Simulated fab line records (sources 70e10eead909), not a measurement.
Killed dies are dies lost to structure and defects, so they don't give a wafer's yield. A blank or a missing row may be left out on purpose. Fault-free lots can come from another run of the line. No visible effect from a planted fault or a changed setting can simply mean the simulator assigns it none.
Matching of chambers | flow nand harc | rie diel-03 running NHARC_P_M0_STRIP_18: 4 sister chambers
The step strips in N2/H2. 8 wafers are shown with their chamber, then 7 later ones without.

## WAFERS PAIRED WITH THEIR CHAMBERS
wafer  | chamber | drypump motor current A (A) | showerhead plenum p Torr (Torr)
L116.3 | 2       | 6.0                         | 1.90
L116.5 | 0       | 5.1                         | 1.89
L121.1 | 3       | 6.2                         | 2.04
L121.5 | 1       | 6.7                         | 1.93
L121.6 | 2       | 6.0                         | 1.89
L126.6 | 3       | 6.2                         | 2.04
L132.2 | 0       | 5.1                         | 1.88
L132.3 | 1       | 6.6                         | 1.92

## WAFERS WHOSE CHAMBER IS MISSING
wafer  | drypump motor current A (A) | showerhead plenum p Torr (Torr)
L132.4 | 6.2                         | 2.04
L133.1 | 6.6                         | 1.92
L133.2 | 5.1                         | 1.88
L133.3 | 6.2                         | 2.04
L135.2 | 6.2                         | 2.04
L135.4 | 6.1                         | 1.89
L135.6 | 5.1                         | 1.88

## CHAMBER TAKEN BY EACH
wafer  | from the rows above | in truth
L132.4 | 3                   | 3
L133.1 | 1                   | 1
L133.2 | 0                   | 0
L133.3 | 3                   | 3
L135.2 | 3                   | 3
L135.4 | 2                   | 2
L135.6 | 0                   | 0
7 of 7 placed correctly. Not placeable from these rows: 0. Number placed wrongly: 0.
How it was worked out, from the rows above alone: a wafer's distance from a chamber is the root of the sum, over the readings, of the square of ((its reading less the chamber's mean) divided by the reading's scatter). The wafer belongs to the nearest chamber; if the next one is less than 2 further off, it can't be placed. Each chamber's mean is taken over the wafers shown for it. The scatter: take each reading less its chamber's mean, square it, sum over the shown wafers, divide by the number of wafers less the number of chambers, and take the root.
